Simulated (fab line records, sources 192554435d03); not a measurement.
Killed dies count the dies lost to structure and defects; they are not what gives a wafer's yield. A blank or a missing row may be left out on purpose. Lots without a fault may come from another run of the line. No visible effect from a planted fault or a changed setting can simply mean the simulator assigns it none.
Matching of chambers + flow n5_finfet + N5_BEOL_M0_TRENCH_ETCH_107 on rie_diel-03 has 4 sister chambers
The step etches SiOC in C4F6/O2, target depth 32.8 nm, time 16.4 s. 30 wafers are shown with their chamber, then 12 later ones without.

## WAFERS WITH THEIR CHAMBER
| wafer  | chamber | drypump_motor_current_A (A) | showerhead_plenum_p_Torr (Torr) | throttle_valve_pct (%) |
|--------|---------|-----------------------------|---------------------------------|------------------------|
| L075.1 | 3       | 5.5                         | 2.64                            | 20.93                  |
| L075.3 | 1       | 6.4                         | 2.92                            | 21.18                  |
| L075.4 | 1       | 6.3                         | 2.92                            | 21.18                  |
| L078.2 | 3       | 5.5                         | 2.64                            | 20.95                  |
| L078.3 | 0       | 5.3                         | 2.77                            | 20.84                  |
| L078.6 | 2       | 4.8                         | 2.80                            | 20.57                  |
| L079.3 | 0       | 5.3                         | 2.76                            | 20.86                  |
| L079.5 | 2       | 4.8                         | 2.80                            | 20.58                  |
| L079.6 | 1       | 6.4                         | 2.91                            | 21.21                  |
| L080.2 | 0       | 5.3                         | 2.76                            | 20.85                  |
| L080.3 | 3       | 5.5                         | 2.64                            | 20.96                  |
| L080.4 | 1       | 6.3                         | 2.91                            | 21.20                  |
| L082.2 | 2       | 4.8                         | 2.80                            | 20.60                  |
| L082.4 | 3       | 5.5                         | 2.63                            | 20.94                  |
| L082.5 | 0       | 5.3                         | 2.76                            | 20.86                  |
| L084.1 | 2       | 4.8                         | 2.80                            | 20.60                  |
| L084.2 | 0       | 5.3                         | 2.76                            | 20.88                  |
| L084.3 | 3       | 5.5                         | 2.63                            | 20.96                  |
| L086.1 | 3       | 5.5                         | 2.63                            | 20.96                  |
| L086.2 | 1       | 6.3                         | 2.91                            | 21.23                  |
| L086.4 | 2       | 4.8                         | 2.80                            | 20.61                  |
| L087.2 | 0       | 5.3                         | 2.76                            | 20.88                  |
| L087.4 | 3       | 5.5                         | 2.63                            | 20.98                  |
| L087.6 | 1       | 6.3                         | 2.91                            | 21.21                  |
| L089.1 | 3       | 5.5                         | 2.63                            | 20.98                  |
| L089.3 | 2       | 4.8                         | 2.79                            | 20.60                  |
| L089.6 | 0       | 5.3                         | 2.76                            | 20.87                  |
| L090.2 | 0       | 5.3                         | 2.75                            | 20.89                  |
| L090.4 | 1       | 6.3                         | 2.90                            | 21.22                  |
| L090.5 | 3       | 5.5                         | 2.63                            | 20.98                  |

SIGNATURES, as means of the wafers listed above
| reading                  | chamber 0 | chamber 1 | chamber 2 | chamber 3 | scatter within a chamber |
|--------------------------|-----------|-----------|-----------|-----------|--------------------------|
| drypump_motor_current_A  | 5.300     | 6.329     | 4.800     | 5.500     | 0.0234                   |
| showerhead_plenum_p_Torr | 2.7600    | 2.9114    | 2.7983    | 2.6333    | 0.00544                  |
| throttle_valve_pct       | 20.8663   | 21.2043   | 20.5933   | 20.9600   | 0.0174                   |
Rule: distance of a wafer from a chamber = root of the sum over the readings of ((wafer's reading minus chamber's mean) / reading's scatter) squared. The wafer belongs to the nearest chamber; if the next one is less than 2 further off, it can't be placed. How the scatter is found: for the shown wafers, subtract from each reading the mean of its chamber, square and add these, divide the total by (wafers less chambers), then take the root.

## WAFERS WITHOUT THEIR CHAMBER
| wafer  | drypump_motor_current_A (A) | showerhead_plenum_p_Torr (Torr) | throttle_valve_pct (%) |
|--------|-----------------------------|---------------------------------|------------------------|
| L092.1 | 6.3                         | 2.90                            | 21.24                  |
| L092.4 | 5.3                         | 2.75                            | 20.91                  |
| L092.5 | 5.5                         | 2.62                            | 20.98                  |
| L093.3 | 5.5                         | 2.62                            | 20.98                  |
| L093.4 | 5.3                         | 2.75                            | 20.92                  |
| L093.5 | 5.3                         | 2.75                            | 20.91                  |
| L094.1 | 5.3                         | 2.75                            | 20.92                  |
| L094.2 | 5.5                         | 2.62                            | 20.99                  |
| L094.5 | 5.3                         | 2.75                            | 20.89                  |
| L097.2 | 5.5                         | 2.62                            | 20.99                  |
| L097.3 | 4.8                         | 2.79                            | 20.62                  |
| L097.4 | 5.3                         | 2.75                            | 20.90                  |

## EACH ONE'S CHAMBER
| wafer  | from the rows above | in truth |
|--------|---------------------|----------|
| L092.1 | 1                   | 1        |
| L092.4 | 0                   | 0        |
| L092.5 | 3                   | 3        |
| L093.3 | 3                   | 3        |
| L093.4 | 0                   | 0        |
| L093.5 | 0                   | 0        |
| L094.1 | 0                   | 0        |
| L094.2 | 3                   | 3        |
| L094.5 | 0                   | 0        |
| L097.2 | 3                   | 3        |
| L097.3 | 2                   | 2        |
| L097.4 | 0                   | 0        |
12 of 12 placed correctly. Can't be placed from these rows: 0. Placed wrongly: 0.
